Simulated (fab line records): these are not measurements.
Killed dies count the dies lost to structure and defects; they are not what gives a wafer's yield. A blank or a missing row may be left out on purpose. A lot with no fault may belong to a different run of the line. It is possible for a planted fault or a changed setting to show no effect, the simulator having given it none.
fab line records + flow nandHarc + part 2 of 2: steps 5 to 6 of 6
record
- lots=24
- wafers=72
- lastDay=34
route steps=1302 shown P_GATE@149 P_M1@303
lots with no fault: from the same line, run without faults
startH: the number of hours between the record's first day and the start of the first shown wafer of the lot + waitH: how many hours have passed since the lot's step before this one + " unchanged from the row above + L1.1+2: several wafers, shown together as one row + - no value, or no start given + * or withheld: withheld + < > ~ a bound
route shown NAME@n: names a module that has steps shown in the file, with the first one's number in the route + usual: mean/standard deviation taken from wafers without a fault + same: alike in all rows + chamber/n: place in a boat + sites: the reading at each site + _std_site: the standard deviation of these + _edge_site: outer sites' mean less inner sites' + radiusMm: for every site, how far away it sits from the centre of the wafer + mask NAME#n: copy n + behind: tool/chamber where the wafer was last shaped + hold: the reason the lot was held/the length of the hold in hours/how it ended + device: the transistor (n, p or np) that didn't switch + end of line: at the end of the route, the tests of the same wafers + a step with no rows: only its recipe + killed: the dies lost at the first sort to structure and to defects; this is not the yield of the wafer + map: a wafer's dies, marking killed ones x, the rest . and places with no die _
set.NAME: the setting as run; set.NAME@STEP: as run at that earlier step + model.NAME: the simulator's own value behind a step, which no gauge read
steps of the route over a sample of lots; a table a step, a row a wafer
services: a tool's chamber out of use, with start hour (startH, from the record's first day; less than 0 if before it), hours out, and reason
## steps
# step NHARC_P_GATE_RTA_80
# recipe
- tempC=300
- timeS=30
# usual
- annealTempCMax=302.1/0.48
- lampPowerPct=2.19/0.17
- lamp_zone_2_pct=2.19/0.17
- wafer_temp_C_max=300.92/0.28
| lot.wafer | tool         | chamber | startH | waitH | annealTempCMax | lampPowerPct | lamp_zone_2_pct | wafer_temp_C_max |
|-----------|--------------|---------|--------|-------|----------------|--------------|-----------------|------------------|
| L074.1    | rtpAnneal-02 | 0       | 120.54 | -     | 301.9          | 2.32         | 2.32            | 301.22           |
| L074.3    | "            | 0       | "      | "     | 302.5          | 2.32         | 2.32            | 301.10           |
| L074.6    | "            | 0       | "      | "     | 301.9          | 2.32         | 2.32            | 301.36           |
| L075.1    | rtpAnneal-02 | 0       | 126.95 | -     | 302.7          | 2.32         | 2.32            | 301.24           |
| L075.2    | "            | 0       | "      | "     | 303.3          | 2.32         | 2.32            | 301.39           |
| L075.5    | "            | 0       | "      | "     | 302.4          | 2.32         | 2.32            | 301.14           |
| L076.2    | rtpAnneal-02 | 0       | 142.24 | -     | 302.2          | 2.32         | 2.32            | 301.05           |
| L076.3    | "            | 0       | "      | "     | 302.2          | 2.32         | 2.32            | 300.69           |
| L076.5    | "            | 0       | "      | "     | 302.1          | 2.32         | 2.32            | 300.78           |
| L077.1    | rtpAnneal-02 | 0       | 142.98 | -     | 302.2          | 2.32         | 2.32            | 301.43           |
| L077.2    | "            | 0       | "      | "     | 302.9          | 2.32         | 2.32            | 301.32           |
| L077.3    | "            | 0       | "      | "     | 302.2          | 2.32         | 2.32            | 301.00           |
| L079.3    | rtpAnneal-01 | 0       | 164.02 | -     | 301.9          | 1.96         | 1.96            | 300.53           |
| L079.5    | "            | 0       | "      | "     | 301.7          | 1.96         | 1.96            | 300.45           |
| L079.6    | "            | 0       | "      | "     | 302.0          | 1.96         | 1.96            | 300.48           |
| L078.2    | rtpAnneal-02 | 0       | 164.61 | -     | 301.7          | 2.33         | 2.32            | 300.97           |
| L078.4    | "            | 0       | "      | "     | 302.1          | 2.32         | 2.32            | 300.90           |
| L078.6    | "            | 0       | "      | "     | 302.4          | 2.33         | 2.32            | 301.00           |
| L080.1    | rtpAnneal-02 | 0       | 175.20 | -     | 302.3          | 2.32         | 2.32            | 301.35           |
| L080.3    | "            | 0       | "      | "     | 302.1          | 2.32         | 2.32            | 301.15           |
| L080.6    | "            | 0       | "      | "     | 302.7          | 2.32         | 2.32            | 300.94           |
| L081.2    | rtpAnneal-02 | 0       | 187.10 | -     | 302.1          | 2.32         | 2.32            | 301.42           |
| L081.4    | "            | 0       | "      | "     | 302.4          | 2.32         | 2.32            | 301.12           |
| L081.5    | "            | 0       | "      | "     | 302.3          | 2.32         | 2.32            | 301.42           |
| L082.2    | rtpAnneal-01 | 0       | 194.04 | -     | 301.9          | 1.96         | 1.96            | 300.85           |
| L082.4    | "            | 0       | "      | "     | 301.8          | 1.96         | 1.96            | 300.72           |
| L082.6    | "            | 0       | "      | "     | 301.4          | 1.96         | 1.96            | 300.48           |
| L083.1    | rtpAnneal-02 | 0       | 204.25 | -     | 302.4          | 2.32         | 2.32            | 300.81           |
| L083.3    | "            | 0       | "      | "     | 302.1          | 2.32         | 2.33            | 300.91           |
| L083.4    | "            | 0       | "      | "     | 301.8          | 2.32         | 2.32            | 301.13           |
| L084.3    | rtpAnneal-02 | 0       | 215.73 | -     | 302.1          | 2.32         | 2.32            | 300.64           |
| L084.5    | "            | 0       | "      | "     | 302.4          | 2.32         | 2.32            | 301.08           |
| L084.6    | "            | 0       | "      | "     | 301.7          | 2.32         | 2.32            | 300.84           |
| L085.1    | rtpAnneal-02 | 0       | 228.46 | -     | 302.3          | 2.32         | 2.32            | 300.97           |
| L085.5    | "            | 0       | "      | "     | 302.4          | 2.32         | 2.32            | 300.74           |
| L085.6    | "            | 0       | "      | "     | 302.2          | 2.32         | 2.32            | 300.78           |
| L086.1    | rtpAnneal-02 | 0       | 234.08 | -     | 302.7          | 2.32         | 2.32            | 301.18           |
| L086.5    | "            | 0       | "      | "     | 302.7          | 2.32         | 2.32            | 301.10           |
| L086.6    | "            | 0       | "      | "     | 302.5          | 2.32         | 2.32            | 300.83           |
| L087.1    | rtpAnneal-02 | 0       | 243.56 | -     | 302.6          | 2.32         | 2.32            | 300.98           |
| L087.3    | "            | 0       | "      | "     | 302.2          | 2.32         | 2.32            | 301.33           |
| L087.6    | "            | 0       | "      | "     | 302.1          | 2.32         | 2.32            | 300.97           |
| L088.4    | rtpAnneal-01 | 0       | 259.95 | -     | 301.6          | 1.96         | 1.96            | 300.76           |
| L088.5    | "            | 0       | "      | "     | 301.4          | 1.96         | 1.96            | 300.60           |
| L088.6    | "            | 0       | "      | "     | 301.3          | 1.96         | 1.96            | 300.64           |
| L089.3    | rtpAnneal-01 | 0       | 261.31 | -     | 303.2          | 1.96         | 1.96            | 300.72           |
| L089.5    | "            | 0       | "      | "     | 301.6          | 1.96         | 1.96            | 300.59           |
| L089.6    | "            | 0       | "      | "     | 301.7          | 1.96         | 1.96            | 301.06           |
| L090.2    | rtpAnneal-01 | 0       | 283.47 | -     | 301.7          | 1.96         | 1.96            | 300.99           |
| L090.3    | "            | 0       | "      | "     | 302.0          | 1.96         | 1.96            | 300.77           |
| L090.4    | "            | 0       | "      | "     | 301.2          | 1.97         | 1.96            | 300.66           |
| L091.3    | rtpAnneal-02 | 0       | 284.05 | -     | 302.3          | 2.32         | 2.32            | 301.44           |
| L091.5    | "            | 0       | "      | "     | 302.7          | 2.32         | 2.32            | 301.12           |
| L091.6    | "            | 0       | "      | "     | 302.2          | 2.32         | 2.32            | 300.87           |
| L092.3    | rtpAnneal-01 | 0       | 291.39 | -     | 301.6          | 1.96         | 1.96            | 300.63           |
| L092.5    | "            | 0       | "      | "     | 301.5          | 1.96         | 1.96            | 300.49           |
| L092.6    | "            | 0       | "      | "     | 302.0          | 1.96         | 1.97            | 300.64           |
| L093.1    | rtpAnneal-01 | 0       | 306.40 | -     | 301.4          | 1.96         | 1.96            | 300.83           |
| L093.3    | "            | 0       | "      | "     | 301.7          | 1.96         | 1.96            | 300.87           |
| L093.6    | "            | 0       | "      | "     | 302.3          | 1.96         | 1.96            | 300.73           |
| L094.2    | rtpAnneal-01 | 0       | 310.92 | -     | 301.2          | 1.96         | 1.96            | 300.98           |
| L094.4    | "            | 0       | "      | "     | 301.6          | 1.96         | 1.96            | 300.77           |
| L094.6    | "            | 0       | "      | "     | 302.3          | 1.96         | 1.96            | 300.86           |
| L095.2    | rtpAnneal-01 | 0       | 334.62 | -     | 301.7          | 1.96         | 1.97            | 300.86           |
| L095.3    | "            | 0       | "      | "     | 301.4          | 1.96         | 1.96            | 300.59           |
| L095.5    | "            | 0       | "      | "     | 301.1          | 1.96         | 1.96            | 300.66           |
| L096.1    | rtpAnneal-02 | 0       | 337.30 | -     | 302.4          | 2.32         | 2.32            | 300.96           |
| L096.2    | "            | 0       | "      | "     | 302.1          | 2.32         | 2.32            | 300.98           |
| L096.3    | "            | 0       | "      | "     | 302.3          | 2.32         | 2.32            | 300.75           |
| L097.2    | rtpAnneal-02 | 0       | 348.22 | -     | 302.1          | 2.32         | 2.32            | 300.57           |
| L097.4    | "            | 0       | "      | "     | 302.3          | 2.32         | 2.32            | 300.98           |
| L097.6    | "            | 0       | "      | "     | 302.4          | 2.32         | 2.32            | 300.60           |
# step NHARC_P_M1_ETCH_28
# recipe
- targetDepthA=300
- overEtchFrac=0.3
- timeS=72.99
- ionEnergyEv=150
- cf4FlowSccm=50
- n2FlowSccm=100
- arFlowSccm=150
- rfW=300
- biasW=100
- chemistry=CF4/N2
# usual
- drypumpMotorCurrentA=5.6/0.42
- oesProductAu=0.998/0.012
- rfVppV=314.6/1.8
- showerheadPlenumPTorr=2.65/0.095
- throttleValvePct=19.793/0.01
| lot.wafer | tool       | chamber | startH | waitH | drypumpMotorCurrentA | oesProductAu | rfHoursCounterH | rfVppV | showerheadPlenumPTorr | throttleValvePct |
|-----------|------------|---------|--------|-------|----------------------|--------------|-----------------|--------|-----------------------|------------------|
| L074.3    | rieDiel-10 | 2       | -      | -     | 4.7                  | 0.997        | 4               | 314.2  | 2.57                  | 19.806           |
| L074.1    | "          | 3       | "      | "     | 5.7                  | 1.004        | 5               | 315.1  | 2.64                  | 19.797           |
| L074.6    | "          | 1       | "      | "     | 5.5                  | 1.003        | -               | 315.8  | 2.71                  | 19.809           |
| L075.1    | rieDiel-10 | 3       | -      | -     | 5.7                  | 1.012        | 6               | 313.7  | 2.64                  | 19.796           |
| L075.2    | "          | 0       | "      | "     | 5.8                  | 1.001        | 6               | 316.1  | 2.76                  | 19.782           |
| L075.5    | "          | 3       | "      | "     | 5.7                  | 1.005        | -               | 313.8  | 2.64                  | 19.780           |
| L076.3    | rieDiel-10 | 0       | -      | -     | 5.8                  | 1.012        | 8               | 316.6  | 2.76                  | 19.781           |
| L076.2    | "          | 2       | "      | "     | 4.7                  | 0.997        | 6               | 314.1  | 2.57                  | 19.778           |
| L076.5    | "          | 3       | "      | "     | 5.7                  | 0.999        | -               | 314.7  | 2.64                  | 19.768           |
| L077.2    | rieDiel-09 | 3       | -      | -     | 5.4                  | 1.011        | 0               | 312.3  | 2.59                  | 19.804           |
| L077.3    | "          | 1       | "      | "     | 5.9                  | 1.003        | 1               | 314.5  | 2.57                  | 19.798           |
| L077.1    | "          | 2       | "      | "     | 6.2                  | 0.985        | 1               | 314.7  | 2.75                  | 19.796           |
| L079.3    | rieDiel-10 | 3       | -      | -     | 5.7                  | 1.007        | 9               | 314.5  | 2.64                  | 19.796           |
| L079.5    | "          | 1       | "      | "     | 5.5                  | 1.004        | -               | 315.5  | 2.71                  | 19.805           |
| L079.6    | "          | 3       | "      | "     | 5.7                  | 1.001        | -               | 314.8  | 2.64                  | 19.798           |
| L078.2    | rieDiel-10 | 1       | 176.08 | 0.3   | 5.4                  | 1.000        | 9               | 316.2  | 2.71                  | 19.782           |
| L078.4    | "          | 0       | "      | "     | 5.8                  | 0.999        | -               | 315.9  | 2.75                  | 19.791           |
| L078.6    | "          | 1       | "      | "     | 5.4                  | 1.000        | -               | 315.0  | 2.71                  | 19.790           |
| L080.3    | rieDiel-10 | 1       | -      | -     | 5.4                  | 0.997        | 10              | 313.9  | 2.71                  | 19.802           |
| L080.1    | "          | 3       | "      | "     | 5.7                  | 1.000        | 10              | 315.9  | 2.64                  | 19.776           |
| L080.6    | "          | 0       | "      | "     | 5.8                  | 0.992        | -               | 315.4  | 2.75                  | 19.792           |
| L081.4    | rieDiel-09 | 0       | -      | -     | 6.0                  | 1.004        | 14              | 318.4  | 2.83                  | 19.797           |
| L081.2    | "          | 3       | "      | "     | 5.3                  | 1.033        | 17              | 313.5  | 2.59                  | 19.812           |
| L081.5    | "          | 1       | "      | "     | 5.9                  | 1.013        | -               | 312.3  | 2.56                  | 19.795           |
| L082.4    | rieDiel-06 | 2       | -      | -     | 6.0                  | 0.999        | 3               | 312.6  | 2.56                  | 19.807           |
| L082.2    | "          | 1       | "      | "     | 5.8                  | 0.990        | 4               | 314.4  | 2.63                  | 19.797           |
| L082.6    | "          | 2       | "      | "     | 6.0                  | 0.994        | -               | 312.3  | 2.56                  | 19.786           |
| L083.3    | rieDiel-10 | 2       | -      | -     | 4.7                  | 0.999        | 10              | 312.0  | 2.57                  | 19.791           |
| L083.4    | "          | 3       | "      | "     | 5.7                  | 1.012        | 12              | 315.0  | 2.63                  | 19.799           |
| L083.1    | "          | 0       | "      | "     | 5.8                  | 1.003        | 13              | 316.3  | 2.75                  | 19.778           |
| L084.3    | rieDiel-06 | 1       | -      | -     | 5.8                  | 0.988        | 5               | 315.1  | 2.63                  | 19.801           |
| L084.6    | "          | 1       | "      | "     | 5.8                  | 0.991        | -               | 313.3  | 2.63                  | 19.794           |
| L084.5    | "          | 2       | "      | "     | 6.0                  | 1.001        | -               | 312.7  | 2.56                  | 19.792           |
| L085.1    | rieDiel-09 | 1       | -      | -     | 5.9                  | 1.017        | 32              | 313.7  | 2.55                  | 19.787           |
| L085.6    | "          | 0       | "      | "     | 6.0                  | 0.996        | -               | 317.7  | 2.82                  | 19.802           |
| L085.5    | "          | 1       | "      | "     | 5.9                  | 1.024        | -               | 312.7  | 2.55                  | 19.798           |
| L086.1    | rieDiel-09 | 2       | -      | -     | 6.2                  | 0.998        | 37              | 316.5  | 2.73                  | 19.791           |
| L086.5    | "          | 0       | "      | "     | 6.0                  | 0.989        | -               | 317.0  | 2.82                  | 19.777           |
| L086.6    | "          | 1       | "      | "     | 5.9                  | 1.009        | -               | 312.6  | 2.55                  | 19.800           |
| L087.3    | rieDiel-06 | 0       | -      | -     | 5.4                  | 0.992        | 6               | 316.2  | 2.76                  | 19.800           |
| L087.1    | "          | 2       | "      | "     | 6.0                  | 0.992        | 6               | 311.4  | 2.56                  | 19.794           |
| L087.6    | "          | 3       | "      | "     | 5.2                  | 0.981        | -               | 312.9  | 2.50                  | 19.800           |
| L088.4    | rieDiel-10 | 1       | -      | -     | 5.4                  | 0.990        | 2               | 315.8  | 2.70                  | 19.801           |
| L088.6    | "          | 2       | "      | "     | 4.7                  | 0.984        | -               | 315.0  | 2.56                  | 19.808           |
| L088.5    | "          | 3       | "      | "     | 5.7                  | 0.997        | -               | 314.5  | 2.63                  | 19.780           |
| L089.3    | rieDiel-10 | 0       | -      | -     | 5.8                  | 1.001        | 3               | 316.3  | 2.75                  | 19.793           |
| L089.5    | "          | 2       | "      | "     | 4.7                  | 0.986        | -               | 313.1  | 2.56                  | 19.792           |
| L089.6    | "          | 3       | "      | "     | 5.7                  | 0.992        | -               | 314.0  | 2.63                  | 19.800           |
| L090.4    | rieDiel-10 | 1       | -      | -     | 5.4                  | 0.985        | 4               | 314.6  | 2.70                  | 19.788           |
| L090.3    | "          | 2       | "      | "     | 4.7                  | 0.991        | 4               | 314.5  | 2.56                  | 19.799           |
| L090.2    | "          | 3       | "      | "     | 5.7                  | 0.998        | 5               | 313.3  | 2.63                  | 19.788           |
| L091.3    | rieDiel-06 | 0       | -      | -     | 5.4                  | 1.002        | 9               | 317.3  | 2.76                  | 19.803           |
| L091.6    | "          | 1       | "      | "     | 5.8                  | 0.993        | -               | 314.9  | 2.63                  | 19.783           |
| L091.5    | "          | 2       | "      | "     | 6.0                  | 0.995        | -               | 312.2  | 2.56                  | 19.790           |
| L092.3    | rieDiel-06 | 3       | -      | -     | 5.2                  | 0.986        | 9               | 310.9  | 2.50                  | 19.795           |
| L092.6    | "          | 0       | "      | "     | 5.3                  | 1.002        | -               | 317.1  | 2.75                  | 19.802           |
| L092.5    | "          | 2       | "      | "     | 6.0                  | 1.000        | -               | 311.8  | 2.56                  | 19.787           |
| L093.1    | rieDiel-10 | 0       | -      | -     | 5.8                  | 1.000        | 8               | 315.9  | 2.75                  | 19.800           |
| L093.3    | "          | 1       | "      | "     | 5.5                  | 0.979        | 7               | 317.0  | 2.70                  | 19.777           |
| L093.6    | "          | 0       | "      | "     | 5.8                  | 0.999        | -               | 316.8  | 2.75                  | 19.775           |
| L094.4    | rieDiel-06 | 1       | -      | -     | 5.8                  | 1.014        | 0               | 314.6  | 2.62                  | 19.797           |
| L094.2    | "          | 2       | "      | "     | 6.0                  | 0.981        | 0               | 312.4  | 2.55                  | 19.792           |
| L094.6    | "          | 0       | "      | "     | 5.3                  | 1.017        | -               | 316.6  | 2.75                  | 19.793           |
| L095.2    | rieDiel-09 | 3       | -      | -     | 5.3                  | 1.000        | 4               | 312.4  | 2.57                  | 19.782           |
| L095.3    | "          | 0       | "      | "     | 6.0                  | 0.980        | 4               | 318.0  | 2.81                  | 19.791           |
| L095.5    | "          | 3       | "      | "     | 5.3                  | 0.995        | -               | 313.1  | 2.57                  | 19.782           |
| L096.1    | rieDiel-06 | 1       | -      | -     | 5.8                  | 1.017        | 2               | 313.9  | 2.62                  | 19.775           |
| L096.2    | "          | 2       | "      | "     | 6.0                  | 0.994        | 2               | 313.1  | 2.55                  | 19.795           |
| L096.3    | "          | 3       | "      | "     | 5.3                  | 0.982        | 3               | 311.8  | 2.50                  | 19.779           |
| L097.4    | rieDiel-10 | 3       | -      | -     | 5.7                  | 0.990        | 10              | 314.0  | 2.63                  | 19.798           |
| L097.2    | "          | 0       | "      | "     | 5.8                  | 1.009        | 11              | 315.8  | 2.75                  | 19.798           |
| L097.6    | "          | 2       | "      | "     | 4.7                  | 0.988        | -               | 314.4  | 2.56                  | 19.797           |
## services
| tool           | chamber | startH | hours | kind   |
|----------------|---------|--------|-------|--------|
| rieDiel-02     | 0       | 85.78  | 7.9   | repair |
| rieSi-06       | 3       | 94.69  | 3.5   | repair |
| rieDiel-01     | 0       | 105.69 | 6.6   | repair |
| rieDiel-10     | 2       | 109.86 | 3.8   | repair |
| rieDiel-02     | 1       | 111.14 | 32.0  | repair |
| rieDiel-02     | 2       | 120.63 | 4.5   | repair |
| rieDiel-02     | 3       | 159.18 | 2.5   | repair |
| rieDiel-10     | 3       | 163.38 | 8.2   | repair |
| plasmaAsher-01 | -       | 165.00 | 9.0   | pm     |
| pvdSputter-03  | -       | 170.00 | 10.0  | pm     |
| rieDiel-10     | 2       | 171.16 | 11.7  | repair |
| rieDiel-10     | 3       | 175.32 | 6.7   | repair |
| rieDiel-01     | 3       | 195.96 | 11.3  | repair |
| rieDiel-01     | -       | 203.80 | 9.0   | pm     |
| plasmaAsher-01 | -       | 233.09 | 1.2   | repair |
| rieDiel-10     | -       | 242.69 | 9.0   | pm     |
| rieSi-06       | -       | 249.00 | 9.0   | pm     |
| plasmaAsher-02 | -       | 249.13 | 9.0   | pm     |
| plasmaAsher-02 | -       | 270.43 | 0.4   | repair |
| plasmaAsher-01 | -       | 274.81 | 1.0   | repair |
| rieSi-06       | 1       | 309.15 | 17.4  | repair |
| plasmaAsher-01 | -       | 342.00 | 9.0   | pm     |
| rieDiel-10     | 3       | 342.48 | 11.4  | repair |
| plasmaAsher-02 | -       | 354.26 | 0.9   | repair |
